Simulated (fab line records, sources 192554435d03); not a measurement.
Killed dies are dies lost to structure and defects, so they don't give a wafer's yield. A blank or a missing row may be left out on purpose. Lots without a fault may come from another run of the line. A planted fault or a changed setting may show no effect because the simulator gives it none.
Chamber matching | flow n5_finfet | N5_BEOL_M9_ETCH_76 on rie_diel-03: 4 sister chambers
The step etches underlayer in N2/H2, target depth 6.5 nm, time 5.2 s. 8 wafers are shown with their chamber, then 11 later ones without.

WAFERS WITH THEIR CHAMBER
wafer  | chamber | drypump_motor_current_A (A) | throttle_valve_pct (%)
L082.1 | 3       | 6.6                         | 17.56
L084.2 | 2       | 5.8                         | 17.79
L089.2 | 0       | 4.9                         | 17.67
L089.3 | 2       | 5.8                         | 17.82
L088.1 | 3       | 6.7                         | 17.59
L088.4 | 0       | 4.9                         | 17.64
L088.6 | 1       | 6.1                         | 18.39
L093.1 | 1       | 6.1                         | 18.39

WAFERS WITHOUT THEIR CHAMBER
wafer  | drypump_motor_current_A (A) | throttle_valve_pct (%)
L093.5 | 6.0                         | 18.41
L093.6 | 5.8                         | 17.83
L091.2 | 4.9                         | 17.67
L091.4 | 5.8                         | 17.82
L091.6 | 6.6                         | 17.60
L095.2 | 6.6                         | 17.62
L095.3 | 5.9                         | 17.86
L095.4 | 4.9                         | 17.69
L097.1 | 6.6                         | 17.62
L097.2 | 4.9                         | 17.67
L097.3 | 5.8                         | 17.86

WHICH CHAMBER EACH WENT THROUGH
wafer  | from the rows above | in truth
L093.5 | 1                   | 1
L093.6 | 2                   | 2
L091.2 | 0                   | 0
L091.4 | 2                   | 2
L091.6 | 3                   | 3
L095.2 | 3                   | 3
L095.3 | 2                   | 2
L095.4 | 0                   | 0
L097.1 | 3                   | 3
L097.2 | 0                   | 0
L097.3 | 2                   | 2
Placed correctly: 11 of 11. Can't be placed from these rows: 0. Placed wrongly: 0.
How it was worked out, from the rows above alone: a wafer's distance from a chamber is the root of the sum, over the readings, of the square of ((its reading less the chamber's mean) divided by the reading's scatter). The wafer belongs to the nearest chamber; if the next one is less than 2 further off, it can't be placed. A chamber's mean is the mean of its shown wafers. The scatter: the root of (the sum of the squares of (reading less its chamber's mean) over the shown wafers, divided by (wafers less chambers)).
